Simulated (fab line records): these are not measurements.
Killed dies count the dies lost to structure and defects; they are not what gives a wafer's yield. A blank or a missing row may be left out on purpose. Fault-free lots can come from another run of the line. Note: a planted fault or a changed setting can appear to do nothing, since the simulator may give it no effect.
Lot-split experiment	flow n5-finfet	21 wafers read from 7 lots, route of 1938 steps

THE SPLIT ITSELF
At N5_BEOL_M1_ILD_DEP_00 (deposits SiOC from DEMS/O2, target thk 79 nm, time 15.3 s), the setting time-s was moved away from the recipe's 15.3 s on 6 of the 21 wafers read, by -11.2% to +6.9%. The other wafers ran this setting at the recipe's value.

Split to reading: the file shows no intervening step.

THE READING
M1_ILD_THK (nm), taken at N5_BEOL_M1_THK_MEAS_01. A value of 79.4 nm with a standard deviation of 1.1 nm is what fault-free wafers of this fab line usually give.

wafer	tool, chamber at the split	time-s as run, s	against the recipe	M1_ILD_THK, nm	against lot-mates on the recipe
L077.2	pecvd-04, 2	16.35	+6.9%	84.4	+3.9
L077.4	pecvd-04, 1	16.35	+6.9%	84.8	+4.3
L077.6	pecvd-04, 0	15.3	recipe	80.5	-
L079.4	pecvd-02, 2	15.3	recipe	79.8	-
L079.5	pecvd-02, 0	15.3	recipe	79.1	-
L079.6	pecvd-02, 1	15.3	recipe	80.1	-
L074.3	pecvd-01, 0	15.3	recipe	79.0	-
L074.4	pecvd-01, 2	15.3	recipe	79.8	-
L074.6	pecvd-01, 1	15.3	recipe	78.7	-
L082.1	pecvd-04, 1	15.3	recipe	77.7	-
L082.5	pecvd-04, 1	14.04	-8.2%	70.9	-6.8
L082.6	pecvd-04, 0	14.04	-8.2%	72.6	-5.1
L085.3	pecvd-04, 2	15.3	recipe	78.3	-
L085.4	pecvd-04, 1	13.59	-11.2%	70.7	-7.6
L085.6	pecvd-04, 0	13.59	-11.2%	71.5	-6.8
L087.4	pecvd-04, 1,0,2	15.3	recipe	81.1	-
L087.5	pecvd-04, 1,0,2	15.3	recipe	81.1	-
L087.6	pecvd-04, 1,0,2	15.3	recipe	81.1	-
L092.1	pecvd-04, 2	15.3	recipe	79.0	-
L092.4	pecvd-04, 2	15.3	recipe	80.7	-
L092.5	pecvd-04, 0	15.3	recipe	80.9	-
When a row names more than one chamber, that row covers several wafers, and the file does not tell which wafer ran in which chamber.

FIT RESULTS
A straight line over all 21 wafers: M1_ILD_THK changes by +0.81 nm for each +1% of time-s; r = +0.96; the points scatter about the line by 1.1 nm.
The same after taking each lot's own level away (the mean of its wafers on the recipe; 21 wafers): +0.653 nm for each +1%; r = +0.98; scatter 0.56 nm.
According to that fit, moving time-s by its largest amount changes the reading by 7.3 nm.
Measured against the standard deviation above, the lots' own levels, which go from 77.70 to 81.10 nm, span 3.1 times it.
Thus the slope moves with the lot-to-lot level: the two fits are different.
Check: with one of the wafers moved furthest among these (-11.2%) left out of the fit, the line predicts -7.3 nm for it against its lot-mates. Against them it came out at -7.6 nm.

ADDITIONAL SPLITS CARRIED BY THESE WAFERS
Before the reading, these wafers also passed through other splits. Each is held against what the fit with the lots' levels taken away leaves over:
other split on the same wafers	wafers away from the commonest value	r with M1_ILD_THK (lot level and that fit taken away)
N5_BEOL_M0_SAQP_EXPOSE_11 dose-mj	10	+0.37

THE WHOLE CHAIN: every reading that the file lists as answering this split, in the file's order
step	what it does	reading	change (the file's fit)	r (the file's)
N5_BEOL_M1_ILD_DEP_00	deposits SiOC from DEMS/O2, target thk 79 nm, time 15.3 s	SiOC_of_BEOL_M1_ILD_DEP_00.thk-nm (the simulator's own value, which no gauge read)	+0.661 nm for each +1% of the setting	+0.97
N5_BEOL_M1_THK_MEAS_01		M1_ILD_THK	+0.659 for each +1% of the setting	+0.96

FILE'S OWN FIT
M1_ILD_THK changes by +0.659 nm for each +1% of time-s, r = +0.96.
